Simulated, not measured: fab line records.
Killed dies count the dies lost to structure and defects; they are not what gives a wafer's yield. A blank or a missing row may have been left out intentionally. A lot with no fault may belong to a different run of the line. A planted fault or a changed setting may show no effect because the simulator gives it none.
Chamber matching :: flow n5 finfet :: ald hk-01 running N5_HKMG_FIN_ALD_74: 4 sister chambers
The step deposits La2O3, target thk 0.5 nm, pulse time 6 s, co reactant pulse time 1 s. 8 wafers are shown with their chamber, then 9 later ones without.

== EACH WAFER AND ITS CHAMBER ==
wafer: L077.1
chamber: 2
heater power w (W): 426
precursor pulse height rel: 1.043

wafer: L080.6
chamber: 2
heater power w (W): 421
precursor pulse height rel: 0.986

wafer: L088.2
chamber: 1
heater power w (W): 346
precursor pulse height rel: 1.004

wafer: L088.5
chamber: 0
heater power w (W): 343
precursor pulse height rel: 1.025

wafer: L088.6
chamber: 3
heater power w (W): 424
precursor pulse height rel: 0.989

wafer: L091.2
chamber: 1
heater power w (W): 351
precursor pulse height rel: 1.002

wafer: L091.5
chamber: 0
heater power w (W): 350
precursor pulse height rel: 1.004

wafer: L091.6
chamber: 3
heater power w (W): 417
precursor pulse height rel: 1.026

== WAFERS WITHOUT THEIR CHAMBER ==
wafer: L092.4
heater power w (W): 412
precursor pulse height rel: 0.993

wafer: L092.5
heater power w (W): 348
precursor pulse height rel: 1.018

wafer: L092.6
heater power w (W): 420
precursor pulse height rel: 0.996

wafer: L094.1
heater power w (W): 428
precursor pulse height rel: 1.002

wafer: L094.4
heater power w (W): 423
precursor pulse height rel: 0.975

wafer: L094.5
heater power w (W): 423
precursor pulse height rel: 0.980

wafer: L096.3
heater power w (W): 411
precursor pulse height rel: 1.005

wafer: L096.4
heater power w (W): 427
precursor pulse height rel: 1.015

wafer: L096.6
heater power w (W): 364
precursor pulse height rel: 1.003

== THE CHAMBER EACH PASSED THROUGH ==
wafer: L092.4
from the rows above: can't be placed: 3 or 2
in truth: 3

wafer: L092.5
from the rows above: can't be placed: 0 or 1
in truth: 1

wafer: L092.6
from the rows above: can't be placed: 3 or 2
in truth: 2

wafer: L094.1
from the rows above: can't be placed: 2 or 3
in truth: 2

wafer: L094.4
from the rows above: can't be placed: 3 or 2
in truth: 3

wafer: L094.5
from the rows above: can't be placed: 3 or 2
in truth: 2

wafer: L096.3
from the rows above: can't be placed: 3 or 2
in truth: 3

wafer: L096.4
from the rows above: can't be placed: 2 or 3
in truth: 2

wafer: L096.6
from the rows above: can't be placed: 1 or 0
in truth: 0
Placed correctly: 0 of 9. Cannot be placed on the basis of these rows: 9; the candidates contain the true chamber in 9. 0 placed wrongly.
How it was worked out, from the rows above alone: a wafer's distance from a chamber is the root of the sum, over the readings, of the square of ((its reading less the chamber's mean) divided by the reading's scatter). If the next closest chamber is less than 2 further off than the closest, the wafer can't be placed; otherwise it belongs to the closest. For every chamber, the mean is computed from those of its wafers that are shown. The scatter: take each reading less its chamber's mean, square it, sum over the shown wafers, divide by the number of wafers less the number of chambers, and take the root.
